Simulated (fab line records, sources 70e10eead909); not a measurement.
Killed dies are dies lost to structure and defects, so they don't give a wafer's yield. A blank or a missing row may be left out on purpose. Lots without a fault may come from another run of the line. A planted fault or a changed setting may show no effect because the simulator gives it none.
Tool commonality check | flow nand_harc | 12 lots, 36 wafers sampled

WHY IT WAS OPENED
At NHARC_P_ZERO_WELL_CD_MEAS_37 the reading cd_nm is flagged on 1 of 12 lots. Wafers without a fault read 721.1 nm, standard deviation 2.2.
Rule: a lot is flagged when every wafer of it that has a number lies more than 4 standard deviations from that mean, or none has a number. The other lots count as sound.

lot  | measured    | on        | cd_nm (nm), wafer by wafer | flag
L623 | day 2 00:07 | cd_sem-01 | 724.5 719.4 721.8          |
L626 | day 3 06:19 | cd_sem-02 | 720.0 722.1 724.6          |
L628 | day 4 02:58 | cd_sem-02 | 719.2 721.7 720.2          |
L629 | day 4 12:06 | cd_sem-01 | 718.5 720.1 722.8          |
L630 | day 4 22:06 | cd_sem-03 | 720.5 721.0 719.3          |
L631 | day 5 08:00 | cd_sem-02 | 720.6 718.4 723.1          |
L632 | day 5 18:07 | cd_sem-03 | 723.9 724.2 721.2          |
L633 | day 6 04:05 | cd_sem-02 | 721.4 720.1 721.5          |
L635 | day 7 00:07 | cd_sem-03 | 720.1 722.4 720.6          |
L636 | day 7 12:17 | cd_sem-01 | 719.0 719.7 721.5          |
L638 | day 8 06:12 | cd_sem-02 | 739.7 738.7 736.9          | FLAGGED
L642 | day 9 22:17 | cd_sem-01 | 723.1 717.6 722.0          |
The numbers of the flagged lots are 738.4 nm on average: +17.3 nm against the usual, or +8 standard deviations.

WHICH TOOL RAN EACH LOT
The record holds 2 process steps before the reading, out of a route of 1302 steps. In each cell: the tool, then ch and the chambers that the sampled wafers went through, then the start.
lot  | flag    | NHARC_P_ZERO_WELL_DESCUM_26       | NHARC_P_ZERO_WELL_EXPOSE_34
L623 |         | rie_diel-04 ch 0,2, day 1 22:44   | krf_scanner-02 ch 0, day 1 23:58
L626 |         | rie_diel-06 ch 0,1,3, day 3 04:51 | krf_scanner-02 ch 0, day 3 06:10
L628 |         | rie_diel-01 ch 0,3, day 4 01:37   | krf_scanner-03 ch 0, day 4 02:49
L629 |         | rie_diel-04 ch 0,1,3, day 4 10:38 | krf_scanner-01 ch 0, day 4 11:57
L630 |         | rie_diel-06 ch 1,3, day 4 20:37   | krf_scanner-03 ch 0, day 4 21:57
L631 |         | rie_diel-01 ch 0,2,3, day 5 06:33 | krf_scanner-02 ch 0, day 5 07:50
L632 |         | rie_diel-04 ch 0,3, day 5 16:46   | krf_scanner-02 ch 0, day 5 17:58
L633 |         | rie_diel-04 ch 0,3, day 6 02:44   | krf_scanner-02 ch 0, day 6 03:56
L635 |         | rie_diel-06 ch 0,2,3, day 6 22:46 | krf_scanner-02 ch 0, day 6 23:58
L636 |         | rie_diel-01 ch 0,2,3, day 7 08:37 | krf_scanner-01 ch 0, day 7 12:08
L638 | FLAGGED | rie_diel-01 ch 1,2,3, day 8 04:50 | krf_scanner-01 ch 0, day 8 06:03
L642 |         | rie_diel-06 ch 2,3, day 9 20:56   | krf_scanner-02 ch 0, day 9 22:08
What these steps do:
- NHARC_P_ZERO_WELL_DESCUM_26: chemistry O2, time 3 s.
- NHARC_P_ZERO_WELL_EXPOSE_34: exposes mask P PWELL, target cd 720 nm.
- NHARC_P_ZERO_WELL_CD_MEAS_37: target cd 720 nm.

FLAGGED OVER TOTAL, TOOL BY TOOL (the gauges that took the reading come last)
step                         | tool           | lots run | flagged | share of the flagged lots | sound lots run after its first flagged lot
NHARC_P_ZERO_WELL_DESCUM_26  | rie_diel-01    | 4        | 1       | all                       | 0
NHARC_P_ZERO_WELL_DESCUM_26  | rie_diel-04    | 4        | 0       | none                      | -
NHARC_P_ZERO_WELL_DESCUM_26  | rie_diel-06    | 4        | 0       | none                      | -
NHARC_P_ZERO_WELL_EXPOSE_34  | krf_scanner-01 | 3        | 1       | all                       | 0
NHARC_P_ZERO_WELL_EXPOSE_34  | krf_scanner-02 | 7        | 0       | none                      | -
NHARC_P_ZERO_WELL_EXPOSE_34  | krf_scanner-03 | 2        | 0       | none                      | -
NHARC_P_ZERO_WELL_CD_MEAS_37 | cd_sem-01      | 4        | 0       | none                      | -
NHARC_P_ZERO_WELL_CD_MEAS_37 | cd_sem-02      | 5        | 1       | all                       | 0
NHARC_P_ZERO_WELL_CD_MEAS_37 | cd_sem-03      | 3        | 0       | none                      | -

WHAT THE TABLE ALLOWS
3 rows of the table ran every flagged lot: rie_diel-01 at NHARC_P_ZERO_WELL_DESCUM_26, krf_scanner-01 at NHARC_P_ZERO_WELL_EXPOSE_34, cd_sem-02 at NHARC_P_ZERO_WELL_CD_MEAS_37.
- rie_diel-01 at NHARC_P_ZERO_WELL_DESCUM_26: 1 of its 4 lots flagged. Its last sound lot is L636 (day 7 08:37), its first flagged lot L638 (day 8 04:50): a fault that began between those two fits.
- krf_scanner-01 at NHARC_P_ZERO_WELL_EXPOSE_34: 1 of its 3 lots flagged. Its last sound lot is L636 (day 7 12:08), its first flagged lot L638 (day 8 06:03): a fault that began between those two fits.
- cd_sem-02 at NHARC_P_ZERO_WELL_CD_MEAS_37: 1 of its 5 lots flagged. Its last sound lot is L633 (day 6 04:05), its first flagged lot L638 (day 8 06:12): a fault that began between those two fits.
Counting lots can't tell these 3 tools apart, because each fits a fault that began at some hour. More lots, or a look at what each step does to the wafer, might.

WHAT THE SIMULATOR HAD PUT IN
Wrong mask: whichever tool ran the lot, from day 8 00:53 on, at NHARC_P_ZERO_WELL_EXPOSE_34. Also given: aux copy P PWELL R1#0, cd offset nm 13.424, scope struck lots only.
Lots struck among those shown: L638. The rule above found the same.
